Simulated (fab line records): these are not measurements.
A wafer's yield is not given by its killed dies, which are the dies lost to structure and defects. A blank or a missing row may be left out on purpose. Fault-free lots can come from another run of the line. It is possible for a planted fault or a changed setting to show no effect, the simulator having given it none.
fab line records	flow nand-harc
[record] lots = 15	wafers = 45	last-day = 34
route steps=1302 shown P_BONDPAD@375 A_START@389 A_ONON_D1@430
lots untouched by any fault: they come from a run of this same line in which no faults occurred
start-h: hours from the record's opening day to when the first of the lot's shown wafers began	wait-h: hours since the lot's step before	" the same as in the row above	L1.1+2: several wafers, shown together as one row	- no value, or no start was given	* or withheld: withheld	< > ~ a bound
route shown NAME@n: names a module that has steps shown in the file, with the first one's number in the route	usual: the fault-free wafers' mean and standard deviation	same: alike in all rows	chamber/n: place in a boat	sites: each site's reading	_std_site: standard deviation of those values	_edge_site: mean of outer sites minus mean of inner sites	radius-mm: how far each site lies from the wafer's centre	mask NAME#n: copy n	behind: tool/chamber where the wafer was last shaped	hold: cause of the lot's hold/its duration in hours/its outcome	device: which transistor (n, p or np) failed to switch	end of line: the tests these same wafers got at the end of their route	where a step has no rows: the recipe by itself	killed: count of dies lost to structure and defects at first sort (not the wafer's yield)	map: dies across one wafer; x = killed, . = not, _ = none there
set.NAME: the setting as run; set.NAME@STEP: as run at that earlier step	model.NAME: the simulator's own value behind a step, which no gauge read
the route's steps for a sample of lots (tables are steps, rows are wafers)
services: from which hour (start-h, from the record's first day; less than 0 if before it) a tool's chamber was out of use, for how many hours, and why
[[steps]]
[step NHARC_P_BONDPAD_PRE_CLEAN_26]
[recipe] time-s = 30	temp-c = 280	gas = H2/He
[usual] heater-power-w = 416/50
lot.wafer	tool	chamber	start-h	wait-h	heater-power-w
L951.2	pvd-sputter-02	-	-	-	396
L951.3	"	-	"	"	449
L951.6	"	-	"	"	393
L952.4	pvd-sputter-03	-	-	-	406
L952.1	"	-	"	"	491
L952.6	"	-	"	"	451
L953.1	pvd-sputter-02	-	-	-	437
L953.6	"	-	"	"	420
L953.5	"	-	"	"	381
L956.2	pvd-sputter-01	-	-	-	376
L956.3	"	-	"	"	408
L956.6	"	-	"	"	312
L959.3	pvd-sputter-01	-	-	-	311
L959.2	"	-	"	"	419
L959.6	"	-	"	"	315
L960.1	pvd-sputter-03	-	-	-	379
L960.4	"	-	"	"	384
L960.6	"	-	"	"	379
L961.1	pvd-sputter-01	-	-	-	391
L961.2	"	-	"	"	319
L961.6	"	-	"	"	390
L963.1	pvd-sputter-02	-	-	-	412
L963.2	"	-	"	"	440
L963.5	"	-	"	"	400
L966.4	pvd-sputter-03	-	-	-	382
L966.2	"	-	"	"	512
L966.1	"	-	"	"	474
L968.2	pvd-sputter-03	-	-	-	389
L968.3	"	-	"	"	404
L968.5	"	-	"	"	394
L970.4	pvd-sputter-02	-	-	-	444
L970.1	"	-	"	"	417
L970.3	"	-	"	"	383
L971.4	pvd-sputter-02	-	-	-	421
L971.1	"	-	"	"	377
L971.5	"	-	"	"	417
L972.4	pvd-sputter-01	-	-	-	372
L972.1	"	-	"	"	461
L972.5	"	-	"	"	368
L973.3	pvd-sputter-02	-	-	-	401
L973.2	"	-	"	"	380
L973.6	"	-	"	"	403
L974.3	pvd-sputter-01	-	-	-	361
L974.6	"	-	"	"	395
L974.5	"	-	"	"	457
[step NHARC_P_BONDPAD_ANNEAL_28]
[recipe] temp-c = 225	time-s = 90
[usual] anneal-temp-c = 225.01/0.17	wafer_temp_C_max = 226.4/0.44
lot.wafer	tool	chamber	start-h	wait-h	anneal-temp-c	wafer_temp_C_max
L951.2	rtp-anneal-02	0	145.70	0.4	224.92	226.9
L951.3	"	0	"	"	224.70	226.4
L951.6	"	0	"	"	224.94	226.4
L952.1	rtp-anneal-01	0	155.71	-	224.76	225.9
L952.4	"	0	"	"	224.93	225.7
L952.6	"	0	"	"	225.11	226.0
L953.1	rtp-anneal-02	0	156.03	0.3	224.91	226.3
L953.5	"	0	"	"	224.75	226.6
L953.6	"	0	"	"	225.06	227.2
L956.2	rtp-anneal-01	0	180.78	-	225.01	225.7
L956.3	"	0	"	"	225.09	225.8
L956.6	"	0	"	"	225.05	225.7
L959.2	rtp-anneal-02	0	219.97	-	225.14	226.5
L959.3	"	0	"	"	225.21	226.8
L959.6	"	0	"	"	225.11	226.9
L960.1	rtp-anneal-01	0	224.52	0.3	225.04	226.2
L960.4	"	0	"	"	225.13	225.8
L960.6	"	0	"	"	225.27	225.8
L961.1	rtp-anneal-02	0	241.07	0.3	224.76	226.6
L961.2	"	0	"	"	225.24	226.7
L961.6	"	0	"	"	225.24	226.5
L963.1	rtp-anneal-01	0	263.46	-	225.32	226.2
L963.2	"	0	"	"	225.02	226.0
L963.5	"	0	"	"	225.02	226.2
L966.1	rtp-anneal-01	0	284.94	-	224.80	226.2
L966.2	"	0	"	"	224.92	225.8
L966.4	"	0	"	"	224.78	226.3
L968.2	rtp-anneal-02	0	312.35	-	225.11	226.5
L968.3	"	0	"	"	225.13	226.5
L968.5	"	0	"	"	225.24	226.9
L970.1	rtp-anneal-02	0	328.10	0.4	224.95	226.8
L970.3	"	0	"	"	225.28	226.5
L970.4	"	0	"	"	225.12	226.7
L971.1	rtp-anneal-02	0	334.10	-	224.86	227.4
L971.4	"	0	"	"	225.14	226.7
L971.5	"	0	"	"	224.89	227.3
L972.1	rtp-anneal-02	0	349.60	-	224.77	226.2
L972.4	"	0	"	"	224.99	226.9
L972.5	"	0	"	"	224.78	226.4
L973.2	rtp-anneal-01	0	365.04	-	224.69	226.0
L973.3	"	0	"	"	225.14	225.9
L973.6	"	0	"	"	225.09	226.1
L974.3	rtp-anneal-02	0	372.78	0.3	225.12	226.3
L974.5	"	0	"	"	225.09	226.2
L974.6	"	0	"	"	224.92	226.7
[step NHARC_A_START_INSPECT_01]
[usual] raw-defect-count = 3.3/1.6
lot.wafer	tool	chamber	start-h	wait-h	raw-defect-count
L951.2	defect-inspect-01	-	147.01	-	2
L951.3	"	-	"	"	2
L951.6	"	-	"	"	7
L952.1	defect-inspect-01	-	157.06	-	5
L952.4	"	-	"	"	1
L952.6	"	-	"	"	6
L953.1	defect-inspect-02	-	157.38	-	2
L953.5	"	-	"	"	4
L953.6	"	-	"	"	2
L956.2	defect-inspect-02	-	182.11	-	1
L956.3	"	-	"	"	2
L956.6	"	-	"	"	4
L959.2	defect-inspect-02	-	221.28	-	5
L959.3	"	-	"	"	2
L959.6	"	-	"	"	1
L960.1	defect-inspect-01	-	225.86	-	5
L960.4	"	-	"	"	5
L960.6	"	-	"	"	3
L961.1	defect-inspect-02	-	242.41	-	6
L961.2	"	-	"	"	4
L961.6	"	-	"	"	2
L963.1	defect-inspect-01	-	264.79	-	3
L963.2	"	-	"	"	0
L963.5	"	-	"	"	4
L966.1	defect-inspect-01	-	286.26	-	4
L966.2	"	-	"	"	3
L966.4	"	-	"	"	2
L968.2	defect-inspect-01	-	313.66	-	3
L968.3	"	-	"	"	2
L968.5	"	-	"	"	3
L970.1	defect-inspect-01	-	329.46	-	5
L970.3	"	-	"	"	3
L970.4	"	-	"	"	1
L971.1	defect-inspect-02	-	335.48	-	4
L971.4	"	-	"	"	2
L971.5	"	-	"	"	2
L972.1	defect-inspect-02	-	350.95	-	6
L972.4	"	-	"	"	3
L972.5	"	-	"	"	7
L973.2	defect-inspect-01	-	366.45	-	3
L973.3	"	-	"	"	4
L973.6	"	-	"	"	3
L974.3	defect-inspect-02	-	374.04	-	3
L974.5	"	-	"	"	2
L974.6	"	-	"	"	5
[step NHARC_A_ONON_D1_DEP_09]
[recipe] target-thk-a = 10000	n2-flow-sccm = 2750	n2o-flow-sccm = 2000	nh3-flow-sccm = 500	sih4-flow-sccm = 210	temp-c = 400
lot.wafer	tool	chamber	start-h	wait-h
L951.2+3+6	pecvd-onon-01	0	171.02	0.1
L953.1+5+6	pecvd-onon-02	0	181.32	0.1
L952.1+4+6	pecvd-onon-01	0	181.35	0.1
L956.2+3+6	pecvd-onon-02	0	207.33	0.1
L959.2+3+6	pecvd-onon-03	0	244.63	0.1
L960.1+4+6	pecvd-onon-03	0	250.58	0.1
L961.1+2+6	pecvd-onon-03	0	268.46	0.1
L963.1+2+5	pecvd-onon-02	0	289.89	0.1
L966.1+2+4	pecvd-onon-02	0	309.28	0.1
L968.2+3+5	pecvd-onon-03	0	338.90	0.1
L970.1+3+4	pecvd-onon-03	0	353.77	0.1
L971.1+4+5	pecvd-onon-01	0	361.41	0.1
L972.1+4+5	pecvd-onon-03	0	375.82	0.1
L973.2+3+6	pecvd-onon-02	0	390.52	0.1
L974.3+5+6	pecvd-onon-02	0	399.30	0.2
[step NHARC_A_ONON_D1_THK_MEAS_11]
[recipe] thk-meas-gauge = ellipsometry
[usual] thk-nm = 996/9.8
lot.wafer	tool	chamber	start-h	wait-h	thk-nm
L951.2	film-metro-01	-	171.47	-	1002
L951.3	"	-	"	"	1002
L951.6	"	-	"	"	1003
L953.1	film-metro-01	-	181.83	-	996
L953.5	"	-	"	"	995
L953.6	"	-	"	"	997
L952.1	film-metro-02	-	181.86	-	983
L952.4	"	-	"	"	984
L952.6	"	-	"	"	984
L956.2	film-metro-02	-	207.81	-	1003
L956.3	"	-	"	"	1003
L956.6	"	-	"	"	1003
L959.2	film-metro-01	-	245.08	-	1061
L959.3	"	-	"	"	998
L959.6	"	-	"	"	998
L960.1	film-metro-02	-	251.09	-	1065
L960.4	"	-	"	"	1000
L960.6	"	-	"	"	1000
L961.1	film-metro-01	-	268.97	-	1071
L961.2	"	-	"	"	1071
L961.6	"	-	"	"	1005
L963.1	film-metro-02	-	290.40	-	981
L963.2	"	-	"	"	983
L963.5	"	-	"	"	981
L966.1	film-metro-02	-	309.79	-	993
L966.2	"	-	"	"	993
L966.4	"	-	"	"	993
L968.2	film-metro-01	-	339.35	-	979
L968.3	"	-	"	"	979
L968.5	"	-	"	"	977
L970.1	film-metro-02	-	354.29	-	1000
L970.3	"	-	"	"	997
L970.4	"	-	"	"	998
L971.1	film-metro-02	-	361.95	-	982
L971.4	"	-	"	"	981
L971.5	"	-	"	"	982
L972.1	film-metro-01	-	376.33	-	985
L972.4	"	-	"	"	985
L972.5	"	-	"	"	985
L973.2	film-metro-02	-	390.98	-	990
L973.3	"	-	"	"	991
L973.6	"	-	"	"	992
L974.3	film-metro-02	-	399.70	-	1008
L974.5	"	-	"	"	1010
L974.6	"	-	"	"	1010
[[services]]
tool	chamber	start-h	hours	kind
pvd-sputter-03	-	124.06	1.2	repair
pvd-sputter-02	-	140.85	0.9	repair
pvd-sputter-02	-	147.57	3.4	repair
pvd-sputter-03	-	170.32	10.0	pm
pvd-sputter-02	-	175.56	22.0	repair
pvd-sputter-03	-	181.85	3.1	repair
pecvd-onon-02	-	185.32	13.0	pm
pvd-sputter-01	-	226.07	10.0	pm
pecvd-onon-03	-	227.00	13.0	pm
pvd-sputter-01	-	264.00	16.4	repair
pecvd-onon-01	-	269.38	13.0	pm
pvd-sputter-02	-	282.04	10.0	pm
pvd-sputter-01	-	338.25	3.5	repair
pvd-sputter-03	-	348.33	10.0	pm
pecvd-onon-02	-	366.32	13.0	pm
rtp-anneal-01	-	372.15	12.0	pm
pvd-sputter-01	-	385.06	9.3	repair
[[key]]
[first-sign] step = NHARC_A_ONON_D1_THK_MEAS_11	reading = thk-nm	direction = up	sigmas = 7.2	usual = 996	struck = 1067
effect none on later readings
met-at NHARC_A_ONON_D1_DEP_09
struck-lots L959,L960,L961
struck-wafers L959.2,L960.1,L961.1,L961.2
sort-left-out L959.2,L960.1,L961.1,L961.2
tester-left-out L959,L960,L961
not-acting-at NHARC_P_BONDPAD_PRE_CLEAN_26,NHARC_P_BONDPAD_ANNEAL_28,NHARC_A_START_INSPECT_01
[fault] kind = process-parameter-drift	tool = pecvd-onon-03	chamber = -	onset-h = 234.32	steps = NHARC_A_ONON_D1_DEP_09	channel = target-thk-a	offset = *	shape = step	end-h = 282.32	scope = struck-wafers-only	acts-in = *	stated = *
// tester-left-out: of these lots the tester's yield and bins aren't shown, on N5 and GAA mostly nor the transistor test; their killed dies are dies lost to structure and defects alone, not to doping, threshold or leakage, so they don't give the yield
// sort-left-out: the simulated sort isn't trusted on such a fault, so these wafers' sort isn't shown, and their yield isn't known
